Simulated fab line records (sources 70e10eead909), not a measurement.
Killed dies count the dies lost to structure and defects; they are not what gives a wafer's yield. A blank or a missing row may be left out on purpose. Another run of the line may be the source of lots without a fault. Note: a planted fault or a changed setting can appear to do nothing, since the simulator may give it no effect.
fab line records	flow nand_harc
record lots=24	wafers=72	last_day=25
route steps=1159 shown P_ZERO_WELL@29 P_GATE@157 P_CONTACT@217
lots with no fault: from the same line, run without faults
start_h: hours from the record's opening day to when the first of the lot's shown wafers began	wait_h: how many hours have passed since the lot's step before this one	" same as the row above	L1.1+2: one row covering several wafers at once	- either no value or no given start	* or withheld: withheld	< > ~ a bound
route shown NAME@n: names a module that has steps shown in the file, with the first one's number in the route	usual: the fault-free wafers' mean and standard deviation	same: alike in all rows	chamber/n: place in a boat	sites: each site's reading	_std_site: how widely they spread, as a standard deviation	_edge_site: outer sites' mean less inner sites'	radius_mm: how far each site lies from the wafer's centre	mask NAME#n: copy n	behind: tool/chamber where the wafer was last shaped	hold: the reason the lot was held/the length of the hold in hours/how it ended	device: the n, p or np transistor that did not switch	end of line: at the end of the route, the tests of the same wafers	a step given without rows: its recipe and nothing more	killed: at the first sort, the dies lost to defects and structure; wafer yield is something else	map: a wafer's dies, x killed, . not, _ none there
set.NAME: the run value of the setting; set.NAME@STEP: its run value at that earlier step	model.NAME: the simulator's own value behind a step, which no gauge read
one table for each step of the route and one row for each wafer, over a sample of lots
services: from which hour (start_h, from the record's first day; less than 0 if before it) a tool's chamber was out of use, for how many hours, and why
## steps
# step NHARC_P_ZERO_WELL_CD_MEAS_24
# recipe target_cd_nm=720	landing_energy_ev=500
# usual cd_nm=719.7/2.2
lot.wafer	tool	chamber	start_h	wait_h	cd_nm
L074.1	cd_sem-01	0	14.74	-	716.2
L074.2	"	0	"	"	719.5
L074.3	"	0	"	"	720.3
L075.1	cd_sem-02	0	20.71	-	717.0
L075.3	"	0	"	"	718.2
L075.5	"	0	"	"	720.0
L076.2	cd_sem-03	0	26.71	-	721.2
L076.4	"	0	"	"	720.9
L076.6	"	0	"	"	718.5
L077.2	cd_sem-01	0	32.66	-	717.5
L077.4	"	0	"	"	720.1
L077.5	"	0	"	"	723.2
L078.2	cd_sem-01	0	38.46	-	719.2
L078.4	"	0	"	"	720.2
L078.5	"	0	"	"	718.7
L079.1	cd_sem-01	0	44.50	-	717.5
L079.2	"	0	"	"	720.2
L079.6	"	0	"	"	717.9
L080.1	cd_sem-01	0	50.47	-	722.5
L080.5	"	0	"	"	721.9
L080.6	"	0	"	"	716.2
L081.1	cd_sem-01	0	56.46	-	718.8
L081.3	"	0	"	"	720.5
L081.5	"	0	"	"	721.9
L082.2	cd_sem-02	0	62.59	-	718.2
L082.4	"	0	"	"	719.1
L082.5	"	0	"	"	716.3
L083.1	cd_sem-01	0	68.46	-	719.2
L083.4	"	0	"	"	718.4
L083.6	"	0	"	"	717.9
L084.1	cd_sem-02	0	74.45	-	715.7
L084.2	"	0	"	"	718.0
L084.5	"	0	"	"	716.3
L085.1	cd_sem-02	0	80.33	-	722.7
L085.3	"	0	"	"	718.2
L085.6	"	0	"	"	723.6
L086.1	cd_sem-03	0	86.33	-	719.3
L086.2	"	0	"	"	718.0
L086.4	"	0	"	"	718.4
L087.2	cd_sem-03	0	92.58	-	721.1
L087.3	"	0	"	"	722.0
L087.4	"	0	"	"	722.1
L088.1	cd_sem-02	0	98.46	-	718.1
L088.3	"	0	"	"	718.0
L088.4	"	0	"	"	719.4
L089.2	cd_sem-03	0	104.47	-	725.0
L089.4	"	0	"	"	720.9
L089.5	"	0	"	"	722.9
L090.2	cd_sem-03	0	110.47	-	718.6
L090.4	"	0	"	"	717.3
L090.5	"	0	"	"	717.2
L091.1	cd_sem-02	0	116.96	-	716.8
L091.4	"	0	"	"	716.0
L091.5	"	0	"	"	718.1
L092.1	cd_sem-03	0	122.58	-	717.2
L092.3	"	0	"	"	717.0
L092.5	"	0	"	"	718.8
L093.1	cd_sem-01	0	128.55	-	721.4
L093.3	"	0	"	"	722.4
L093.4	"	0	"	"	720.8
L094.1	cd_sem-01	0	134.54	-	724.3
L094.2	"	0	"	"	723.2
L094.5	"	0	"	"	721.7
L095.2	cd_sem-02	0	140.48	-	718.0
L095.4	"	0	"	"	720.8
L095.6	"	0	"	"	719.5
L096.1	cd_sem-01	0	146.54	-	721.7
L096.2	"	0	"	"	717.3
L096.3	"	0	"	"	721.0
L097.2	cd_sem-01	0	152.55	-	724.6
L097.4	"	0	"	"	720.4
L097.6	"	0	"	"	723.9
# step NHARC_P_ZERO_WELL_CD_MEAS_37
# recipe target_cd_nm=720	landing_energy_ev=500
# usual cd_nm=720.0/1.9
lot.wafer	tool	chamber	start_h	wait_h	cd_nm
L074.1	cd_sem-03	0	16.26	-	721.4
L074.2	"	0	"	"	721.8
L074.3	"	0	"	"	717.4
L075.1	cd_sem-03	0	22.22	-	721.6
L075.3	"	0	"	"	718.7
L075.5	"	0	"	"	718.3
L076.2	cd_sem-01	0	31.55	-	720.1
L076.4	"	0	"	"	719.0
L076.6	"	0	"	"	720.3
L077.2	cd_sem-03	0	34.37	-	719.2
L077.4	"	0	"	"	716.5
L077.5	"	0	"	"	716.1
L078.2	cd_sem-01	0	39.97	-	722.8
L078.4	"	0	"	"	722.4
L078.5	"	0	"	"	718.6
L079.1	cd_sem-01	0	46.18	-	720.7
L079.2	"	0	"	"	719.9
L079.6	"	0	"	"	722.5
L080.1	cd_sem-01	0	52.14	-	720.3
L080.5	"	0	"	"	722.9
L080.6	"	0	"	"	719.4
L081.1	cd_sem-01	0	58.09	-	717.1
L081.3	"	0	"	"	716.3
L081.5	"	0	"	"	717.4
L082.2	cd_sem-01	0	64.22	-	719.6
L082.4	"	0	"	"	723.4
L082.5	"	0	"	"	721.3
L083.1	cd_sem-01	0	69.97	-	717.9
L083.4	"	0	"	"	719.7
L083.6	"	0	"	"	719.9
L084.1	cd_sem-02	0	75.98	-	716.3
L084.2	"	0	"	"	720.8
L084.5	"	0	"	"	719.4
L085.1	cd_sem-03	0	81.86	-	721.8
L085.3	"	0	"	"	722.0
L085.6	"	0	"	"	720.4
L086.1	cd_sem-01	0	87.85	-	719.7
L086.2	"	0	"	"	719.4
L086.4	"	0	"	"	721.5
L087.2	cd_sem-02	0	94.12	-	719.8
L087.3	"	0	"	"	722.7
L087.4	"	0	"	"	721.0
L088.1	cd_sem-03	0	100.12	-	720.8
L088.3	"	0	"	"	720.5
L088.4	"	0	"	"	723.4
L089.2	cd_sem-03	0	106.13	-	717.3
L089.4	"	0	"	"	717.8
L089.5	"	0	"	"	719.1
L090.2	cd_sem-01	0	112.12	-	720.5
L090.4	"	0	"	"	721.0
L090.5	"	0	"	"	722.2
L091.1	cd_sem-02	0	118.47	-	720.6
L091.4	"	0	"	"	722.4
L091.5	"	0	"	"	721.9
L092.1	cd_sem-03	0	124.22	-	720.1
L092.3	"	0	"	"	717.9
L092.5	"	0	"	"	718.7
L093.1	cd_sem-02	0	130.11	-	718.7
L093.3	"	0	"	"	718.7
L093.4	"	0	"	"	717.2
L094.1	cd_sem-02	0	136.24	-	718.5
L094.2	"	0	"	"	719.1
L094.5	"	0	"	"	721.8
L095.2	cd_sem-02	0	142.18	-	718.1
L095.4	"	0	"	"	718.8
L095.6	"	0	"	"	717.0
L096.1	cd_sem-01	0	148.18	-	721.0
L096.2	"	0	"	"	718.4
L096.3	"	0	"	"	720.6
L097.2	cd_sem-02	0	154.19	-	723.0
L097.4	"	0	"	"	720.1
L097.6	"	0	"	"	721.5
# step NHARC_P_GATE_STRIP_101
# recipe time_s=20	o2_flow_sccm=500	ar_flow_sccm=0	bias_w=0	chemistry=O2
# usual drypump_motor_current_A=5.9/0.43	oes_product_au=0.998/0.01	rf_vpp_V=57.7/0.93	showerhead_plenum_p_Torr=3.54/0.092	throttle_valve_pct=17.037/0.0087
lot.wafer	tool	chamber	start_h	wait_h	drypump_motor_current_A	oes_product_au	rf_hours_counter_h	rf_vpp_V	showerhead_plenum_p_Torr	throttle_valve_pct
L074.3	rie_diel-08	0	101.10	0.1	6.3	0.995	52	57.7	3.60	17.051
L074.1	"	1	"	"	6.3	1.000	48	57.5	3.37	17.041
L074.2	"	2	"	"	5.5	1.008	38	58.1	3.62	17.028
L075.3	rie_diel-11	1	101.44	0.3	6.6	0.992	15	57.2	3.57	17.024
L075.1	"	3	"	"	6.0	1.010	17	57.9	3.48	17.025
L075.5	"	1	"	"	6.6	0.991	-	57.7	3.57	17.029
L077.2	rie_diel-08	2	119.04	0.1	5.5	1.013	44	57.7	3.61	17.041
L077.4	"	1	"	"	6.3	1.011	54	57.3	3.37	17.025
L077.5	"	2	"	"	5.6	1.015	-	59.2	3.61	17.035
L076.2	rie_diel-13	1	119.24	0.1	5.2	0.994	1	57.0	3.49	17.038
L076.4	"	2	"	"	5.6	1.005	3	58.9	3.69	17.042
L076.6	"	0	"	"	5.5	0.990	-	56.8	3.40	17.014
L078.2	rie_diel-11	1	132.74	0.1	6.6	0.989	22	57.8	3.57	17.039
L078.4	"	3	"	"	6.0	1.021	24	58.3	3.47	17.036
L078.5	"	1	"	"	6.6	0.992	-	58.4	3.57	17.053
L081.3	rie_diel-11	0	142.07	0.1	6.0	0.999	23	57.4	3.54	17.041
L081.1	"	2	"	"	5.3	0.995	26	57.0	3.68	17.032
L081.5	"	1	"	"	6.6	0.989	-	56.4	3.57	17.041
L080.1	rie_diel-11	1	142.19	0.1	6.6	0.994	23	57.2	3.57	17.045
L080.5	"	3	"	"	6.0	1.011	-	58.9	3.47	17.039
L080.6	"	0	"	"	6.0	0.986	-	58.7	3.54	17.019
L079.1	rie_diel-08	0	144.51	0.1	6.3	0.991	4	57.8	3.59	17.033
L079.2	"	1	"	"	6.3	0.995	4	57.6	3.37	17.034
L079.6	"	3	"	"	5.8	0.994	-	57.1	3.51	17.045
L082.2	rie_diel-11	0	149.53	0.1	6.0	0.987	24	58.3	3.54	17.044
L082.5	"	0	"	"	6.0	1.003	-	58.3	3.54	17.048
L082.4	"	2	"	"	5.3	0.997	-	56.6	3.68	17.013
L083.1	rie_diel-11	2	154.34	0.1	5.3	1.007	28	59.3	3.68	17.031
L083.6	"	3	"	"	6.0	1.008	-	55.6	3.47	17.033
L083.4	"	2	"	"	5.3	0.996	-	58.5	3.68	17.036
L084.1	rie_diel-13	3	154.83	0.1	5.6	1.016	17	57.9	3.48	17.033
L084.2	"	1	"	"	5.2	1.000	15	57.1	3.48	17.028
L084.5	"	3	"	"	5.6	1.014	-	57.7	3.48	17.040
L088.4	rie_diel-13	3	177.07	0.1	5.6	1.003	24	56.8	3.47	17.039
L088.3	"	0	"	"	5.5	0.996	25	56.9	3.39	17.040
L088.1	"	2	"	"	5.6	0.999	24	55.8	3.68	17.021
L086.4	rie_diel-13	2	177.61	0.1	5.7	0.993	24	60.3	3.68	17.029
L086.1	"	3	"	"	5.7	1.011	24	57.5	3.47	17.045
L086.2	"	0	"	"	5.5	0.982	25	55.1	3.39	17.049
L085.3	rie_diel-11	3	179.31	0.1	6.0	0.992	32	57.7	3.47	17.045
L085.1	"	0	"	"	6.0	0.989	30	58.6	3.54	17.040
L085.6	"	2	"	"	5.3	0.991	-	59.3	3.67	17.039
L087.3	rie_diel-11	0	183.50	0.1	6.0	0.991	30	58.9	3.54	17.046
L087.4	"	2	"	"	5.3	1.021	34	59.6	3.67	17.034
L087.2	"	3	"	"	6.0	1.003	32	58.7	3.47	17.034
L089.4	rie_diel-13	1	187.90	0.1	5.2	0.996	25	57.9	3.48	17.032
L089.2	"	0	"	"	5.5	0.991	26	56.6	3.39	17.039
L089.5	"	2	"	"	5.6	1.009	-	59.0	3.68	17.051
L090.4	rie_diel-13	0	194.97	0.2	5.5	0.997	29	54.8	3.39	17.046
L090.2	"	2	"	"	5.6	1.002	28	57.4	3.67	17.037
L090.5	"	0	"	"	5.5	0.995	-	55.1	3.39	17.043
L091.1	rie_diel-11	1	203.15	0.1	6.6	0.996	1	57.4	3.56	17.032
L091.4	"	3	"	"	6.0	1.009	1	57.2	3.47	17.053
L091.5	"	2	"	"	5.3	0.999	-	58.9	3.67	17.034
L092.3	rie_diel-11	1	210.57	0.1	6.6	0.981	4	58.5	3.56	17.056
L092.1	"	3	"	"	6.0	1.016	3	57.2	3.47	17.047
L092.5	"	2	"	"	5.3	1.001	-	58.6	3.67	17.040
L093.3	rie_diel-11	3	210.74	0.1	6.0	1.006	3	57.8	3.46	17.037
L093.1	"	0	"	"	6.1	1.001	3	56.7	3.54	17.053
L093.4	"	2	"	"	5.3	0.992	3	58.2	3.67	17.041
L095.2	rie_diel-11	1	222.28	0.1	6.6	0.975	6	58.4	3.56	17.031
L095.4	"	0	"	"	6.0	0.995	6	56.5	3.54	17.047
L095.6	"	2	"	"	5.3	1.000	-	59.4	3.67	17.047
L094.1	rie_diel-11	0	224.77	0.1	6.0	0.989	6	57.6	3.54	17.040
L094.2	"	2	"	"	5.3	0.986	5	58.7	3.67	17.030
L094.5	"	0	"	"	6.0	0.986	-	57.3	3.54	17.050
L096.2	rie_diel-08	0	235.94	0.1	6.3	0.992	41	58.8	3.57	17.031
L096.1	"	1	"	"	6.3	1.001	40	58.5	3.35	17.044
L096.3	"	3	"	"	5.8	0.992	40	58.1	3.49	17.048
L097.2	rie_diel-11	0	244.23	0.1	6.0	1.004	9	57.3	3.53	17.045
L097.4	"	2	"	"	5.3	0.990	8	59.4	3.67	17.046
L097.6	"	3	"	"	6.0	0.999	-	56.1	3.46	17.023
# step NHARC_P_GATE_CD_MEAS_91
# recipe target_cd_nm=2000	landing_energy_ev=500
# usual cd_nm=1999.4/1.9
lot.wafer	tool	chamber	start_h	wait_h	cd_nm
L074.1	cd_sem-02	0	106.75	-	2002.0
L074.2	"	0	"	"	2000.0
L074.3	"	0	"	"	2001.6
L075.1	cd_sem-02	0	107.64	-	2001.2
L075.3	"	0	"	"	2002.6
L075.5	"	0	"	"	2000.4
L077.2	cd_sem-01	0	123.29	-	1998.4
L077.4	"	0	"	"	2000.3
L077.5	"	0	"	"	1997.1
L076.2	cd_sem-01	0	123.78	-	1997.3
L076.4	"	0	"	"	1997.4
L076.6	"	0	"	"	1999.2
L078.2	cd_sem-02	0	136.96	-	2001.9
L078.4	"	0	"	"	1997.5
L078.5	"	0	"	"	1998.4
L081.1	cd_sem-03	0	146.42	-	1999.5
L081.3	"	0	"	"	1998.8
L081.5	"	0	"	"	1998.9
L080.1	cd_sem-03	0	146.70	-	1997.7
L080.5	"	0	"	"	1998.0
L080.6	"	0	"	"	1997.3
L079.1	cd_sem-02	0	148.92	-	1998.4
L079.2	"	0	"	"	1998.4
L079.6	"	0	"	"	1999.3
L082.2	cd_sem-03	0	154.19	-	2001.6
L082.4	"	0	"	"	2000.7
L082.5	"	0	"	"	2001.7
L083.1	cd_sem-02	0	158.58	-	1999.7
L083.4	"	0	"	"	1999.3
L083.6	"	0	"	"	1998.8
L084.1	cd_sem-03	0	159.26	-	1998.9
L084.2	"	0	"	"	2000.3
L084.5	"	0	"	"	2002.3
L088.1	cd_sem-03	0	181.34	-	2000.8
L088.3	"	0	"	"	1999.3
L088.4	"	0	"	"	1999.3
L086.1	cd_sem-01	0	181.99	-	1998.0
L086.2	"	0	"	"	1997.7
L086.4	"	0	"	"	1997.6
L085.1	cd_sem-02	0	183.31	-	1999.7
L085.3	"	0	"	"	1998.4
L085.6	"	0	"	"	1998.6
L087.2	cd_sem-03	0	188.27	-	1995.8
L087.3	"	0	"	"	2000.0
L087.4	"	0	"	"	1998.9
L089.2	cd_sem-03	0	192.59	-	1999.3
L089.4	"	0	"	"	1997.3
L089.5	"	0	"	"	1998.0
L090.2	cd_sem-02	0	199.25	-	1997.6
L090.4	"	0	"	"	1998.7
L090.5	"	0	"	"	2000.7
L091.1	cd_sem-03	0	207.36	-	1996.1
L091.4	"	0	"	"	1998.2
L091.5	"	0	"	"	1995.7
L092.1	cd_sem-01	0	214.95	-	2002.4
L092.3	"	0	"	"	2000.1
L092.5	"	0	"	"	2001.0
L093.1	cd_sem-01	0	215.11	-	2001.9
L093.3	"	0	"	"	2002.3
L093.4	"	0	"	"	2000.2
L095.2	cd_sem-01	0	226.54	-	1994.7
L095.4	"	0	"	"	1998.2
L095.6	"	0	"	"	2000.0
L094.1	cd_sem-02	0	229.18	-	1997.1
L094.2	"	0	"	"	2001.2
L094.5	"	0	"	"	1999.6
L096.1	cd_sem-02	0	240.14	-	2001.5
L096.2	"	0	"	"	2001.3
L096.3	"	0	"	"	2001.1
L097.2	cd_sem-02	0	248.50	-	1997.6
L097.4	"	0	"	"	1996.5
L097.6	"	0	"	"	1999.3
# step NHARC_P_CONTACT_DEP_30
# recipe target_thk_a=300	temp_c=400	target_thk_nm=30	flow_sccm=200	rf_w=450	material=SiNx
# usual heater_power_w=709/100
lot.wafer	tool	chamber	start_h	wait_h	heater_power_w
L074.2	pecvd-04	2	111.10	0.2	861
L074.1	"	0	"	"	633
L074.3	"	1	"	"	729
L075.1	pecvd-01	2	111.27	0.1	780
L075.3	"	0	"	"	585
L075.5	"	1	"	"	752
L077.2	pecvd-04	2	126.72	0.1	733
L077.4	"	0	"	"	601
L077.5	"	2	"	"	726
L076.2	pecvd-02	1	126.97	0.1	718
L076.4	"	1	"	"	714
L076.6	"	2	"	"	545
L078.2	pecvd-04	2	140.35	0.1	706
L078.4	"	0	"	"	521
L078.5	"	2	"	"	711
L081.3	pecvd-02	1	149.73	0.1	768
L081.1	"	0	"	"	798
L081.5	"	1	"	"	756
L080.1	pecvd-04	0	149.85	0.1	584
L080.5	"	0	"	"	589
L080.6	"	1	"	"	720
L079.2	pecvd-01	2	152.27	0.1	843
L079.1	"	0	"	"	651
L079.6	"	2	"	"	851
L082.2	pecvd-01	2	157.51	0.1	716
L082.4	"	1	"	"	883
L082.5	"	0	"	"	662
L083.1	pecvd-04	1	161.84	0.1	669
L083.6	"	1	"	"	674
L083.4	"	2	"	"	781
L084.1	pecvd-04	0	162.65	0.1	581
L084.2	"	1	"	"	743
L084.5	"	1	"	"	730
L088.3	pecvd-01	0	184.49	0.1	648
L088.1	"	2	"	"	772
L088.4	"	2	"	"	779
L086.2	pecvd-02	2	185.28	0.1	553
L086.1	"	0	"	"	797
L086.4	"	1	"	"	732
L085.1	pecvd-04	0	186.51	0.1	550
L085.3	"	2	"	"	736
L085.6	"	1	"	"	778
L087.2	pecvd-04	2	191.40	0.1	690
L087.3	"	1	"	"	721
L087.4	"	0	"	"	597
L089.2	pecvd-02	1	195.81	0.1	794
L089.5	"	1	"	"	778
L089.4	"	2	"	"	511
L090.2	pecvd-01	1	202.81	0.5	778
L090.5	"	2	"	"	726
L090.4	"	0	"	"	642
L091.1	pecvd-01	2	210.77	0.1	788
L091.4	"	0	"	"	551
L091.5	"	1	"	"	885
L092.1	pecvd-01	2	218.26	0.1	824
L092.3	"	1	"	"	763
L092.5	"	1	"	"	783
L093.1	pecvd-02	2	218.81	0.1	522
L093.3	"	0	"	"	796
L093.4	"	0	"	"	771
L095.2	pecvd-02	2	229.74	0.1	562
L095.6	"	1	"	"	839
L095.4	"	2	"	"	568
L094.2	pecvd-01	0	232.39	0.1	613
L094.1	"	1	"	"	850
L094.5	"	0	"	"	606
L096.3	pecvd-02	0	243.37	0.2	764
L096.2	"	1	"	"	770
L096.1	"	2	"	"	521
L097.2	pecvd-02	0	251.67	0.1	657
L097.4	"	0	"	"	666
L097.6	"	1	"	"	866
# step NHARC_P_CONTACT_ETCH_35
# recipe target_depth_a=390	over_etch_frac=0.3	time_s=65	ion_energy_ev=80	cf4_flow_sccm=150	ar_flow_sccm=0	rf_w=300	bias_w=100	chemistry=CF4
# usual cf4_flow_sccm=150.1/0.4	drypump_motor_current_A=5.7/0.45	oes_product_au=0.999/0.011	rf_vpp_V=151.3/1.3	showerhead_plenum_p_Torr=1.77/0.083	throttle_valve_pct=13.284/0.0081
lot.wafer	tool	chamber	start_h	wait_h	cf4_flow_sccm	drypump_motor_current_A	oes_product_au	rf_hours_counter_h	rf_vpp_V	showerhead_plenum_p_Torr	throttle_valve_pct
L074.2	rie_diel-03	0	112.78	0.1	150.4	6.0	1.021	10	151.3	1.73	13.273
L074.1	"	1	"	"	150.0	5.4	1.004	10	152.6	1.87	13.285
L074.3	"	3	"	"	150.6	6.0	1.010	8	152.8	1.89	13.272
L075.3	rie_diel-03	3	113.15	0.1	149.8	5.9	1.010	8	153.7	1.89	13.265
L075.1	"	0	"	"	150.1	6.0	1.028	11	151.5	1.73	13.279
L075.5	"	2	"	"	150.4	5.3	0.999	-	152.5	1.81	13.287
L077.2	rie_diel-03	2	128.48	0.1	150.1	5.3	0.988	11	151.3	1.81	13.268
L077.4	"	0	"	"	149.9	6.0	1.022	12	150.4	1.73	13.276
L077.5	"	3	"	"	149.4	5.9	1.001	-	152.1	1.89	13.288
L076.2	rie_diel-09	3	128.76	0.1	149.9	6.0	0.997	4	149.8	1.71	13.264
L076.4	"	1	"	"	149.4	4.9	0.998	4	152.3	1.85	13.274
L076.6	"	0	"	"	150.4	6.3	0.998	-	148.6	1.68	13.281
L078.2	rie_diel-09	1	142.10	0.1	150.2	4.9	0.988	6	153.4	1.85	13.281
L078.5	"	2	"	"	150.4	5.4	0.982	-	150.0	1.68	13.274
L078.4	"	0	"	"	150.4	6.3	0.999	-	150.4	1.68	13.278
L081.1	rie_diel-09	2	151.58	0.1	150.2	5.4	0.991	6	151.1	1.68	13.277
L081.3	"	0	"	"	150.3	6.4	0.992	8	151.3	1.68	13.284
L081.5	"	2	"	"	150.3	5.4	0.985	-	151.4	1.68	13.283
L080.1	rie_diel-03	1	151.77	0.1	149.5	5.4	1.006	13	152.2	1.87	13.286
L080.6	"	0	"	"	150.4	5.9	1.026	-	150.7	1.73	13.272
L080.5	"	1	"	"	150.1	5.4	1.015	-	152.2	1.87	13.279
L079.2	rie_diel-03	0	154.08	0.1	150.3	6.0	1.031	15	150.3	1.73	13.284
L079.1	"	3	"	"	150.4	5.9	1.001	12	153.7	1.89	13.283
L079.6	"	0	"	"	150.0	5.9	1.014	-	151.9	1.73	13.266
L082.4	rie_diel-03	0	159.29	0.1	149.6	5.9	1.025	16	151.6	1.73	13.283
L082.2	"	1	"	"	150.0	5.4	1.001	15	150.7	1.87	13.300
L082.5	"	3	"	"	149.7	5.9	0.999	-	152.9	1.89	13.285
L083.4	rie_diel-09	3	163.57	0.1	149.8	6.0	0.995	6	150.1	1.71	13.280
L083.1	"	0	"	"	150.0	6.3	0.994	9	150.8	1.68	13.274
L083.6	"	2	"	"	150.1	5.5	0.984	-	149.6	1.68	13.296
L084.1	rie_diel-09	0	164.46	0.1	149.8	6.4	0.988	9	149.5	1.68	13.275
L084.2	"	1	"	"	150.3	4.9	0.997	9	152.5	1.85	13.289
L084.5	"	3	"	"	150.4	6.0	0.983	-	151.2	1.71	13.277
L088.4	rie_diel-03	3	186.18	0.1	149.3	6.0	1.002	15	154.6	1.89	13.280
L088.3	"	0	"	"	149.9	6.0	1.018	19	151.4	1.73	13.288
L088.1	"	2	"	"	149.9	5.3	0.998	16	151.3	1.81	13.286
L086.1	rie_diel-04	1	187.10	0.1	150.1	5.5	0.985	25	150.5	1.87	13.284
L086.4	"	2	"	"	149.9	5.4	1.005	25	147.9	1.70	13.294
L086.2	"	3	"	"	149.9	6.1	0.990	25	152.8	1.85	13.283
L085.3	rie_diel-03	3	188.21	0.1	150.4	5.9	0.997	15	154.6	1.89	13.294
L085.1	"	0	"	"	150.2	6.0	1.027	19	151.9	1.73	13.285
L085.6	"	2	"	"	150.9	5.3	1.007	-	151.8	1.81	13.279
L087.4	rie_diel-09	1	193.23	0.1	149.3	4.9	0.995	11	153.1	1.85	13.294
L087.3	"	2	"	"	149.5	5.4	0.990	10	149.4	1.68	13.285
L087.2	"	3	"	"	149.9	6.0	0.992	8	150.8	1.71	13.276
L089.4	rie_diel-09	3	197.52	0.1	150.5	6.0	0.980	9	150.1	1.71	13.269
L089.2	"	0	"	"	150.1	6.3	1.005	12	151.0	1.68	13.275
L089.5	"	1	"	"	149.9	4.9	0.991	-	149.7	1.84	13.288
L090.2	rie_diel-09	2	204.59	0.1	150.1	5.4	0.986	11	150.4	1.68	13.279
L090.4	"	0	"	"	150.0	6.3	0.996	-	149.2	1.68	13.289
L090.5	"	2	"	"	150.1	5.4	0.990	-	149.1	1.68	13.280
L091.1	rie_diel-09	3	212.59	0.1	150.0	6.0	0.989	9	150.0	1.71	13.282
L091.4	"	0	"	"	150.2	6.4	1.006	13	149.9	1.68	13.293
L091.5	"	3	"	"	150.4	5.9	0.996	-	151.0	1.71	13.274
L092.3	rie_diel-09	0	220.07	0.1	151.0	6.4	1.007	14	148.2	1.68	13.286
L092.1	"	1	"	"	150.0	4.9	0.987	14	153.1	1.84	13.279
L092.5	"	0	"	"	150.7	6.3	1.010	-	151.0	1.68	13.299
L093.4	rie_diel-09	3	221.01	0.2	149.7	6.0	0.997	11	150.9	1.71	13.304
L093.1	"	0	"	"	149.5	6.3	0.999	14	150.6	1.68	13.286
L093.3	"	1	"	"	149.9	4.9	0.996	15	150.8	1.84	13.276
L095.4	rie_diel-03	0	231.63	0.1	150.2	6.0	1.016	1	150.9	1.73	13.287
L095.2	"	3	"	"	150.6	5.9	0.986	1	153.8	1.89	13.263
L095.6	"	1	"	"	150.3	5.4	1.006	-	151.7	1.87	13.289
L094.2	rie_diel-09	2	234.18	0.1	150.5	5.5	0.991	16	148.5	1.67	13.285
L094.1	"	3	"	"	150.2	6.0	1.002	13	151.7	1.71	13.290
L094.5	"	0	"	"	149.8	6.4	1.009	-	150.5	1.68	13.297
L096.1	rie_diel-09	1	245.17	0.1	149.9	4.9	0.993	18	151.8	1.84	13.285
L096.2	"	2	"	"	150.8	5.5	0.988	17	149.2	1.67	13.279
L096.3	"	0	"	"	149.8	6.3	1.000	18	152.0	1.68	13.291
L097.2	rie_diel-03	0	253.50	0.1	150.4	6.0	1.018	3	152.4	1.73	13.277
L097.4	"	2	"	"	150.1	5.2	1.007	3	151.4	1.81	13.293
L097.6	"	0	"	"	150.1	6.0	1.014	-	151.3	1.73	13.290
## services
tool	chamber	start_h	hours	kind
rie_diel-09	0	78.49	7.5	repair
rie_diel-08	2	90.43	7.5	repair
rie_diel-04	1	91.81	1.5	repair
pecvd-02	-	91.90	0.8	repair
rie_diel-13	-	99.66	9.0	pm
rie_diel-08	1	115.20	2.9	repair
rie_diel-08	-	124.84	9.0	pm
rie_diel-09	2	132.54	5.3	repair
rie_diel-09	3	138.03	15.4	repair
rie_diel-08	2	140.56	4.7	repair
rie_diel-03	-	144.21	0.9	repair
rie_diel-03	2	150.93	3.6	repair
pecvd-02	-	153.20	13.0	pm
rie_diel-09	3	179.25	3.7	repair
pecvd-02	0	186.82	3.2	repair
rie_diel-11	-	189.63	9.0	pm
pecvd-04	-	195.12	13.0	pm
rie_diel-08	2	201.15	132.0	repair
rie_diel-09	3	203.13	6.7	repair
rie_diel-09	0	214.62	4.3	repair
rie_diel-03	-	215.30	9.0	pm
rie_diel-13	0	229.30	3.6	repair
rie_diel-13	-	237.17	0.5	repair
pecvd-01	-	237.88	13.0	pm
## key
fault none
